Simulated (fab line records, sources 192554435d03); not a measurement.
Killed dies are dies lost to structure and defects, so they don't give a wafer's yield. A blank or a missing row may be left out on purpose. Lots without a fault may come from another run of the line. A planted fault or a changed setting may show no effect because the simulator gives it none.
Chamber matching | flow n5_finfet | N5_BEOL_M0_SAQP_SPACER2_ALD_26 on ald_sin-01: 4 sister chambers
The step deposits SiO2, target thk 15 nm, pulse time 1 s, purge time 2 s. 7 wafers are shown with their chamber, then 7 later ones without.

WAFERS WITH THEIR CHAMBER
wafer  | chamber | heater_power_w (W) | precursor_pulse_height_rel
L076.1 | 3       | 522                | 0.997
L076.6 | 0       | 504                | 1.006
L084.1 | 2       | 506                | 1.010
L084.3 | 1       | 510                | 0.987
L084.4 | 0       | 512                | 1.034
L088.1 | 1       | 493                | 0.954
L088.3 | 2       | 474                | 1.016

WAFERS WITHOUT THEIR CHAMBER
wafer  | heater_power_w (W) | precursor_pulse_height_rel
L088.4 | 498                | 0.990
L090.1 | 508                | 1.007
L090.2 | 480                | 1.014
L090.5 | 492                | 0.997
L096.1 | 480                | 1.015
L096.3 | 477                | 0.984
L096.5 | 505                | 1.001

WHICH CHAMBER EACH WENT THROUGH
wafer  | from the rows above               | in truth
L088.4 | can't be placed: 1 or 2 or 3 or 0 | 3
L090.1 | can't be placed: 0 or 3 or 2 or 1 | 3
L090.2 | can't be placed: 2 or 0           | 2
L090.5 | can't be placed: 2 or 1 or 0 or 3 | 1
L096.1 | can't be placed: 2 or 0           | 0
L096.3 | can't be placed: 1 or 2 or 0 or 3 | 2
L096.5 | can't be placed: 0 or 3 or 2 or 1 | 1
Placed correctly: 0 of 7. Can't be placed from these rows: 7 (the true chamber is among the candidates in 7). Placed wrongly: 0.
How it was worked out, from the rows above alone: a wafer's distance from a chamber is the root of the sum, over the readings, of the square of ((its reading less the chamber's mean) divided by the reading's scatter). The wafer belongs to the nearest chamber; if the next one is less than 2 further off, it can't be placed. A chamber's mean is the mean of its shown wafers. The scatter: the root of (the sum of the squares of (reading less its chamber's mean) over the shown wafers, divided by (wafers less chambers)).
